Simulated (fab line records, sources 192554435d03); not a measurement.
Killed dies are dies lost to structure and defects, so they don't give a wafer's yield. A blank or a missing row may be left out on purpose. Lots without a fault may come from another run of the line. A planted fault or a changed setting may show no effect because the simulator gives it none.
fab line records | flow n5_finfet
record lots=8 wafers=24 last_day=19
route steps=1938 shown BEOL_M0_SAQP@658 BEOL_M0_CUTY@710 BEOL_M4@1111 PASSIVATION@1936
lots that met no fault: from a run of the same line without faults
start_h: hours from the record's first day to the start of the lot's first wafer shown | wait_h: hours since the lot's step before | " the same as in the row above | L1.1+2: a row that stands for several wafers | - no value, or no start given | * or withheld: withheld | < > ~ a bound
route shown NAME@n: a module of which the file shows steps, and the number in the route of the first | usual: mean/standard deviation of fault-free wafers | same: alike in all rows | chamber/n: place in a boat | sites: the reading at each site | _std_site: their standard deviation | _edge_site: outer sites' mean less inner sites' | radius_mm: how far each site lies from the wafer's centre | mask NAME#n: copy n | behind: the tool/chamber that last shaped the wafer | hold: why the lot was held/for how many hours/how that ended | device: the transistor (n, p or np) that didn't switch | end of line: the same wafers' tests at the end of the route | a step without rows: its recipe alone | killed: dies lost to structure and defects at the first sort, not the wafer's yield | map: a wafer's dies, x killed, . not, _ none there
set.NAME: the setting as run; set.NAME@STEP: as run at that earlier step | model.NAME: the simulator's own value behind a step, which no gauge read
steps of the route over a sample of lots; a table a step, a row a wafer
services: from which hour (start_h, from the record's first day; less than 0 if before it) a tool's chamber was out of use, for how many hours, and why
## steps
# step N5_BEOL_M0_SAQP_MANDREL_ETCH_20
# recipe target_depth_a=600 chemistry=HBr/Cl2 target=a-Si stop_on=SiNx bt_time_s=10 mask_material=SOC over_etch_frac=0.5 time_s=30 pressure_mtorr=10 icp_w=800 bias_w=75 HBr_flow_sccm=150 Cl2_flow_sccm=80 ends=end_point
# usual drypump_motor_current_A=5.7/0.43 oes_product_au=0.781/0.014 throttle_valve_pct=35.66/0.18
# columns lot.wafer tool chamber start_h wait_h drypump_motor_current_A oes_product_au rf_hours_counter_h throttle_valve_pct
L814.3 rie_si-05 2 113.05 0.0 5.4 0.785 16 35.79
L814.5 " 2 " " 5.4 0.781 - 35.78
L814.6 " 1 " " 6.5 0.786 - 35.49
L818.3 rie_si-05 2 136.57 0.0 5.4 0.778 16 35.80
L818.4 " 1 " " 6.6 0.790 - 35.49
L818.6 " 3 " " 5.3 0.792 - 35.66
L823.1 rie_si-02 0 169.89 0.0 6.4 0.762 41 35.92
L823.3 " 3 " " 5.5 0.788 2 35.67
L823.4 " 1 " " 5.3 0.756 9 35.63
L827.1 rie_si-02 2 195.35 0.0 5.8 0.798 48 35.25
L827.3 " 1 " " 5.3 0.757 9 35.64
L827.5 " 1 " " 5.3 0.751 - 35.64
L828.3 rie_si-04 3 200.45 0.0 5.4 0.763 58 35.75
L828.5 " 3 " " 5.4 0.762 - 35.74
L828.6 " 2 " " 5.6 0.784 - 35.43
L834.1 rie_si-02 1 235.40 0.0 5.4 0.758 10 35.64
L834.2 " 0 " " 6.3 0.776 43 35.91
L834.5 " 0 " " 6.3 0.779 - 35.90
L836.2 rie_si-04 3 246.52 0.0 5.4 0.762 59 35.77
L836.5 " 2 " " 5.6 0.777 - 35.44
L836.6 " 3 " " 5.4 0.767 - 35.75
L835.1 rie_si-05 0 249.60 0.0 5.7 0.761 4 35.73
L835.5 " 1 " " 6.6 0.784 - 35.51
L835.6 " 0 " " 5.7 0.776 - 35.71
# step N5_BEOL_M0_SAQP_SPACER1_ETCHBACK_99
# recipe chemistry=CHF3/O2 mode=anisotropic_etchback target=SiO2 target_depth_a=154 time_s=7.7 pressure_mtorr=30 source_w=650 bias_w=170 Ar_flow_sccm=200 CHF3_flow_sccm=50 O2_flow_sccm=5 ion_energy_ev=200
# usual drypump_motor_current_A=5.8/0.4 oes_product_au=0.78/0.066 rf_vpp_V=524/3.5 showerhead_plenum_p_Torr=2.44/0.063 throttle_valve_pct=18.93/0.15
# columns lot.wafer tool chamber start_h wait_h drypump_motor_current_A oes_product_au rf_hours_counter_h rf_vpp_V showerhead_plenum_p_Torr throttle_valve_pct
L814.3 rie_diel-05 2 114.31 0.3 5.7 0.74 180 529 2.49 19.06
L814.5 " 3 " " 5.7 0.88 - 530 2.55 18.85
L814.6 " 0 " " 5.2 0.82 - 522 2.45 19.11
L818.3 rie_diel-05 0 137.66 0.3 5.2 0.81 74 522 2.44 19.11
L818.4 " 2 " " 5.7 0.73 187 528 2.48 19.08
L818.6 " 2 " " 5.7 0.73 - 528 2.48 19.09
L823.1 rie_diel-03 0 170.98 0.3 6.4 0.74 201 523 2.38 18.89
L823.3 " 1 " " 6.1 0.89 34 521 2.35 18.71
L823.4 " 2 " " 5.4 0.74 176 522 2.40 18.70
L827.1 rie_diel-05 0 196.64 0.3 5.3 0.80 91 523 2.44 19.14
L827.3 " 2 " " 5.7 0.72 204 528 2.48 19.12
L827.5 " 1 " " 5.8 0.72 - 520 2.50 18.97
L828.3 rie_diel-03 0 201.55 0.3 6.3 0.73 210 524 2.38 18.91
L828.5 " 1 " " 6.0 0.88 - 522 2.35 18.72
L828.6 " 2 " " 5.4 0.74 - 521 2.39 18.73
L834.1 rie_diel-05 2 236.49 0.3 5.7 0.71 217 527 2.47 19.15
L834.2 " 3 " " 5.7 0.83 69 527 2.54 18.91
L834.5 " 0 " " 5.2 0.78 - 521 2.43 19.16
L836.2 rie_diel-04 3 247.87 0.3 6.5 0.69 193 517 2.40 18.90
L836.5 " 0 " " 5.4 0.83 - 526 2.53 18.69
L836.6 " 3 " " 6.4 0.69 - 518 2.40 18.91
L835.1 rie_diel-04 1 252.10 0.3 6.2 0.74 165 524 2.40 19.08
L835.5 " 3 " " 6.5 0.69 - 518 2.40 18.91
L835.6 " 2 " " 6.5 0.70 - 523 2.38 18.84
# step N5_BEOL_M0_SAQP_RECESS_109
# recipe chemistry=HF/NH3 target=SiO2 target_depth_a=30 afs_cycles=1 temp_c=30 sublimation_temp_c=180 sublimation_time_s=60
# usual drypump_motor_current_A=5.4/0.37
# columns lot.wafer tool chamber start_h wait_h drypump_motor_current_A
L814.3 vapor_etch-02 1 115.42 0.1 6.0
L814.5 " 1 " " 6.0
L814.6 " 0 " " 5.3
L818.3 vapor_etch-02 1 138.77 0.1 6.0
L818.4 " 0 " " 5.3
L818.6 " 1 " " 5.9
L823.1 vapor_etch-02 0 172.05 0.0 5.3
L823.3 " 0 " " 5.2
L823.4 " 1 " " 6.0
L827.1 vapor_etch-02 0 197.70 0.0 5.3
L827.3 " 0 " " 5.2
L827.5 " 0 " " 5.3
L828.3 vapor_etch-02 1 203.07 0.4 6.0
L828.5 " 1 " " 6.0
L828.6 " 0 " " 5.3
L834.1 vapor_etch-01 1 237.58 0.0 5.1
L834.2 " 0 " " 5.1
L834.5 " 1 " " 5.1
L836.2 vapor_etch-01 1 248.99 0.0 5.1
L836.5 " 1 " " 5.1
L836.6 " 0 " " 5.1
L835.1 vapor_etch-01 1 254.00 0.7 5.1
L835.5 " 1 " " 5.1
L835.6 " 0 " " 5.1
# step N5_BEOL_M0_SAQP_INSPECT_42
# recipe mode=adi inspect_instrument=brightfield
# usual raw_defect_count=279/88
# columns lot.wafer tool chamber start_h wait_h raw_defect_count
L814.3 defect_inspect-02 - 117.02 0.0 257
L814.5 " - " " 217
L814.6 " - " " 211
L818.3 defect_inspect-02 - 140.15 0.0 311
L818.4 " - " " 376
L818.6 " - " " 223
L823.1 defect_inspect-01 - 173.80 0.1 204
L823.3 " - " " 274
L823.4 " - " " 251
L827.1 defect_inspect-02 - 199.11 0.1 526
L827.3 " - " " 474
L827.5 " - " " 549
L828.3 defect_inspect-01 - 205.06 0.0 558
L828.5 " - " " 511
L828.6 " - " " 513
L834.1 defect_inspect-02 - 239.67 0.1 401
L834.2 " - " " 274
L834.5 " - " " 482
L836.2 defect_inspect-02 - 250.43 0.0 388
L836.5 " - " " 280
L836.6 " - " " 297
L835.1 defect_inspect-01 - 255.39 0.1 180
L835.5 " - " " 261
L835.6 " - " " 175
# step N5_BEOL_M0_SAQP_ETCH_73
# recipe chemistry=CF4 target=SiARC target_depth_a=195 mask_material=CAR-EUV time_s=32.5 ion_energy_ev=80 pressure_mtorr=40 source_w=545 bias_w=36 Ar_flow_sccm=100 cf4_flow_sccm=100 ends=cleared
# usual drypump_motor_current_A=5.9/0.41 etch_rf_on_time_s=32.4/0.52 oes_product_au=0.65/0.058 rf_vpp_V=184.2/1.2 showerhead_plenum_p_Torr=2.15/0.053 throttle_valve_pct=15.62/0.15
# columns lot.wafer tool chamber start_h wait_h drypump_motor_current_A etch_rf_on_time_s oes_product_au rf_hours_counter_h rf_vpp_V showerhead_plenum_p_Torr throttle_valve_pct
L814.3 rie_diel-03 1 117.22 0.0 6.1 31.4 0.79 16 183.8 2.10 15.36
L814.5 " 1 " " 6.0 31.4 0.80 - 184.1 2.10 15.35
L814.6 " 0 " " 6.4 32.1 0.64 - 181.9 2.13 15.64
L818.3 rie_diel-04 1 140.23 0.0 6.1 32.6 0.66 132 182.8 2.15 15.74
L818.4 " 2 " " 6.5 32.2 0.63 192 183.0 2.13 15.58
L818.6 " 0 " " 5.5 32.0 0.74 - 185.9 2.26 15.35
L823.1 rie_diel-03 0 173.89 0.0 6.4 32.0 0.64 202 185.0 2.12 15.69
L823.3 " 2 " " 5.5 32.0 0.64 177 184.2 2.13 15.46
L823.4 " 1 " " 6.0 31.7 0.76 34 182.0 2.09 15.40
L827.1 rie_diel-05 1 199.22 0.0 5.8 32.8 0.62 172 184.4 2.22 15.69
L827.3 " 3 " " 5.7 32.0 0.72 57 184.8 2.25 15.54
L827.5 " 2 " " 5.7 33.1 0.61 - 185.3 2.21 15.88
L828.3 rie_diel-04 2 205.17 0.0 6.5 32.9 0.61 210 184.4 2.12 15.58
L828.5 " 3 " " 6.5 33.1 0.60 - 183.6 2.13 15.58
L828.6 " 2 " " 6.5 32.6 0.62 - 183.0 2.12 15.60
L834.1 rie_diel-03 1 239.76 0.0 6.0 31.9 0.73 54 184.1 2.09 15.45
L834.2 " 3 " " 5.6 32.7 0.59 227 183.4 2.11 15.79
L834.5 " 3 " " 5.6 33.0 0.59 - 184.3 2.11 15.80
L836.2 rie_diel-03 3 250.52 0.0 5.6 32.6 0.59 230 184.4 2.11 15.80
L836.5 " 2 " " 5.5 32.0 0.63 - 185.3 2.12 15.52
L836.6 " 3 " " 5.6 32.4 0.58 - 182.8 2.11 15.80
L835.1 rie_diel-04 3 255.48 0.0 6.5 33.5 0.59 195 183.9 2.13 15.61
L835.5 " 2 " " 6.5 33.0 0.60 - 184.3 2.12 15.62
L835.6 " 1 " " 6.1 33.3 0.63 - 184.4 2.13 15.82
# step N5_BEOL_M0_CUTY_INSPECT_59
# recipe mode=adi inspect_instrument=macro
# usual raw_defect_count=2.0/1.2
# columns lot.wafer tool chamber start_h wait_h raw_defect_count
L814.3 defect_inspect-01 - 118.41 0.0 1
L814.5 " - " " 0
L814.6 " - " " 3
L818.3 defect_inspect-01 - 141.83 0.0 2
L818.4 " - " " 1
L818.6 " - " " 1
L823.1 defect_inspect-01 - 175.19 0.0 1
L823.3 " - " " 2
L823.4 " - " " 1
L827.1 defect_inspect-02 - 200.57 0.0 >300
L827.3 " - " " >300
L827.5 " - " " >300
L828.3 defect_inspect-02 - 206.47 0.0 >300
L828.5 " - " " >300
L828.6 " - " " >300
L834.1 defect_inspect-02 - 241.06 0.0 1
L834.2 " - " " 3
L834.5 " - " " 1
L836.2 defect_inspect-02 - 252.44 0.0 1
L836.5 " - " " 0
L836.6 " - " " 0
L835.1 defect_inspect-02 - 256.86 0.0 0
L835.5 " - " " 2
L835.6 " - " " 4
# step N5_BEOL_M4_RC_MEAS_101
# usual DIBL_N=36.1/1.3 DIBL_P=36.1/1.7 IOFF_N=0.154/0.022 IOFF_P=0.201/0.024 ION_N=675/8.9 ION_P=462/5.9 SS_N=71.5/0.49 SS_P=73.3/0.58 VT_N=250.0/2.7 VT_P=-251.3/2.7
# columns lot.wafer tool chamber start_h wait_h DIBL_N[mV/V] DIBL_P[mV/V] IOFF_N[nA/um] IOFF_P[nA/um] ION_N[uA/um] ION_P[uA/um] SS_N[mV/dec] SS_P[mV/dec] VT_N[mV] VT_P[mV]
L814.3 prober-02 0 170.07 0.3 34.0 33.8 0.133 0.171 662 449 71.7 72.9 250.9 -255.2
L814.5 " 0 " " 33.7 33.7 0.128 0.170 672 464 71.9 73.1 254.0 -254.0
L814.6 " 0 " " 33.8 33.5 0.129 0.167 662 456 71.2 72.6 252.7 -255.0
L818.3 prober-01 0 193.75 0.3 35.5 35.7 0.139 0.213 673 460 72.1 73.3 251.8 -249.5
L818.4 " 0 " " 35.4 34.5 0.133 0.200 656 459 71.7 72.9 253.1 -248.3
L818.6 " 0 " " 35.1 34.4 0.133 0.200 663 461 71.3 72.8 249.9 -248.9
L823.1 prober-01 0 234.47 0.0 36.3 35.6 0.127 0.182 662 455 71.1 72.7 252.8 -253.7
L823.3 " 0 " " 37.7 37.2 0.162 0.205 672 460 71.3 74.0 249.4 -252.9
L823.4 " 0 " " 34.9 33.8 0.116 0.165 664 455 70.9 72.9 253.7 -253.3
L827.1 prober-02 0 261.64 0.0 36.6 35.2 0.166 0.215 678 455 71.7 73.0 246.1 -251.5
L827.3 " 0 " " 36.9 35.6 0.167 0.219 681 465 71.5 73.0 246.6 -250.9
L827.5 " 0 " " 36.5 35.4 0.162 0.207 685 461 71.4 73.1 246.0 -250.9
L828.3 prober-02 0 267.70 0.3 36.6 36.4 0.151 0.210 669 463 71.4 73.1 252.1 -252.0
L828.5 " 0 " " 36.5 36.1 0.146 0.202 671 459 71.2 73.2 249.7 -251.8
L828.6 " 0 " " 36.6 36.7 0.154 0.210 680 464 71.6 72.8 247.6 -253.2
L834.1 prober-01 0 293.85 0.0 36.3 37.0 0.169 0.199 683 464 71.6 73.0 247.2 -252.2
L834.2 " 0 " " 36.2 36.7 0.165 0.196 672 453 71.1 73.2 248.2 -250.7
L834.5 " 0 " " 37.9 38.0 0.194 0.216 690 465 71.3 73.8 245.6 -248.9
L835.1 prober-02 0 319.48 0.0 38.7 39.5 0.196 0.268 696 478 72.4 73.9 244.5 -245.7
L835.5 " 0 " " 37.4 38.0 0.174 0.247 681 470 72.2 73.6 245.3 -248.8
L835.6 " 0 " " 36.1 36.4 0.147 0.211 670 464 71.9 73.0 251.1 -247.4
L836.2 prober-01 0 322.61 0.2 35.0 35.5 0.129 0.156 667 456 71.1 73.3 251.5 -255.6
L836.5 " 0 " " 35.0 36.1 0.136 0.168 678 460 71.8 72.9 249.9 -253.4
L836.6 " 0 " " 35.9 36.4 0.141 0.169 677 462 72.3 73.3 250.5 -256.6
# step N5_PASSIVATION_PROBE_49
# usual defect_limited_yield=90.9/1.3 killed_at_M0_to_M3=35/10 killed_at_M4_up=15/5.7 killed_at_contacts=14/6.4 killed_at_front_end=40/11 killed_at_other=4/3.1 killed_dies=108/16 killed_open=71/11 killed_short=34/7.7 sort_bin_5_function=5.4/0.9 sort_bin_6_memory=3.4/0.61 sort_n_pass=1072/16 sort_yield_pct=90.9/1.3
# same gross_dies=1180 killed_at_back_side=0 sort_bin_4_leakage[%]=0 sort_bin_8_speed[%]=0
# columns lot.wafer tool chamber start_h wait_h defect_limited_yield[%] killed_at_M0_to_M3 killed_at_M4_up killed_at_contacts killed_at_front_end killed_at_other killed_dies killed_open killed_short sort_bin_5_function[%] sort_bin_6_memory[%] sort_n_pass sort_yield_pct[%]
L827.1 prober-02 - 373.08 0.0 86.7 100 9 17 28 3 157 66 28 8.5 3.4 1023 86.7
L827.3 prober-02 - 373.18 0.1 87.9 85 8 10 34 6 143 54 21 6.2 4.1 1037 87.9
L827.5 prober-02 - 373.28 0.2 86.4 92 25 10 30 3 160 71 24 7.5 4.5 1020 86.4
L828.3 prober-01 - 375.15 0.1 85.0 133 14 8 19 3 177 42 26 9.7 3.6 1003 85.0
L828.5 prober-01 - 375.25 0.2 83.7 141 10 12 25 4 192 64 26 9.6 5.7 988 83.7
L828.6 prober-01 - 375.30 0.3 86.4 94 15 20 30 1 160 68 26 9.3 3.1 1020 86.4
# killed by level:class
L827.1 BEOL_M0_SAQP:unspecified=63 MOL_CONTACT_COAG:geometric_particle:open=11 BEOL_M1:geometric_particle:open=9 BEOL_M0_SAQP:geometric_particle:open=8 FIN_SAQP:geometric_particle:open=6 MOL_CONTACT_COAG:geometric_particle:short=6 STI_FIN_REVEAL:geometric_particle:open=5 BEOL_M0_SAQP:geometric_particle:short=5
L827.3 BEOL_M0_SAQP:unspecified=64 MOL_CONTACT_COAG:geometric_particle:open=9 FIN_SAQP:geometric_particle:open=7 FIN_SAQP:geometric_particle:short=7 STI_FIN_REVEAL:geometric_particle:open=7 BEOL_M1:geometric_particle:open=6 BEOL_M2:geometric_particle:open=4 BEOL_M0_SAQP:geometric_particle:open=3
L827.5 BEOL_M0_SAQP:unspecified=65 BEOL_M4:geometric_particle:open=14 BEOL_M3:geometric_particle:open=11 MOL_CONTACT_COAG:geometric_particle:open=9 FIN_SAQP:geometric_particle:short=8 DUMMY_GATE:geometric_particle:open=8 BEOL_M1:geometric_particle:open=7 FIN_SAQP:geometric_particle:open=5
L828.3 BEOL_M0_SAQP:unspecified=109 BEOL_M2:geometric_particle:open=8 MOL_CONTACT_COAG:geometric_particle:open=7 BEOL_M1:geometric_particle:open=5 STARTING-WAFER:geometric_particle:short=4 FIN_SAQP:geometric_particle:short=3 STI_FIN_REVEAL:geometric_particle:open=3 BEOL_M0_SAQP:geometric_particle:open=3
L828.5 BEOL_M0_SAQP:unspecified=101 MOL_CONTACT_COAG:geometric_particle:open=11 BEOL_M2:geometric_particle:open=9 BEOL_M1:geometric_particle:open=8 STI_FIN_REVEAL:geometric_particle:open=7 BEOL_M0_SAQP:geometric_particle:short=6 BEOL_M3:geometric_particle:open=6 DUMMY_GATE:geometric_particle:open=5
L828.6 BEOL_M0_SAQP:unspecified=65 MOL_CONTACT_COAG:geometric_particle:open=15 STI_FIN_REVEAL:geometric_particle:open=9 BEOL_M4:geometric_particle:open=8 FIN_SAQP:geometric_particle:short=6 BEOL_M3:geometric_particle:open=6 FIN_SAQP:geometric_particle:open=5 MOL_CONTACT_COAG:geometric_particle:short=5
## services
# columns tool chamber start_h hours kind
rie_si-02 2 89.45 3.8 repair
rie_diel-04 3 95.97 9.2 repair
rie_diel-03 2 97.05 64.8 repair
rie_si-04 - 108.13 15.6 pm
vapor_etch-01 - 111.08 0.7 repair
rie_si-05 2 114.82 13.6 repair
rie_si-05 0 132.67 14.3 repair
rie_diel-05 - 140.08 0.4 repair
rie_si-05 1 141.10 22.8 repair
rie_si-02 2 152.67 12.2 repair
rie_si-04 3 156.12 8.1 repair
vapor_etch-01 - 157.57 0.3 repair
rie_si-05 - 198.97 4.0 pm
vapor_etch-01 - 235.62 1.8 repair
rie_diel-03 1 235.73 2.8 repair
rie_si-02 - 244.76 0.2 repair
rie_diel-03 - 252.66 2.8 pm
## key
first_sign step=N5_BEOL_M0_SAQP_INSPECT_42 reading=raw_defect_count direction=up sigmas=2.8 usual=279 struck=522
effect step=N5_BEOL_M0_CUTY_INSPECT_59 reading=raw_defect_count direction=up sigmas=99+ usual=2.0 struck=>300
effect step=N5_PASSIVATION_PROBE_49 reading=killed_at_M0_to_M3 direction=up sigmas=6.9 usual=35 struck=108
more_kills_born_at N5_BEOL_M0_SAQP_RECESS_109@vapor_etch-02=467
met_at N5_BEOL_M0_SAQP_RECESS_109
struck_lots L827,L828
not_acting_at N5_BEOL_M0_SAQP_MANDREL_ETCH_20,N5_BEOL_M0_SAQP_SPACER1_ETCHBACK_99,N5_BEOL_M0_SAQP_ETCH_73
onset_between 172.05 197.70
fault kind=chamber_particle_source tool=vapor_etch-02 chamber=- onset_h=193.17 steps=N5_BEOL_M0_SAQP_RECESS_109 rate_per_visit_cm2=0.49392 end_h=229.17
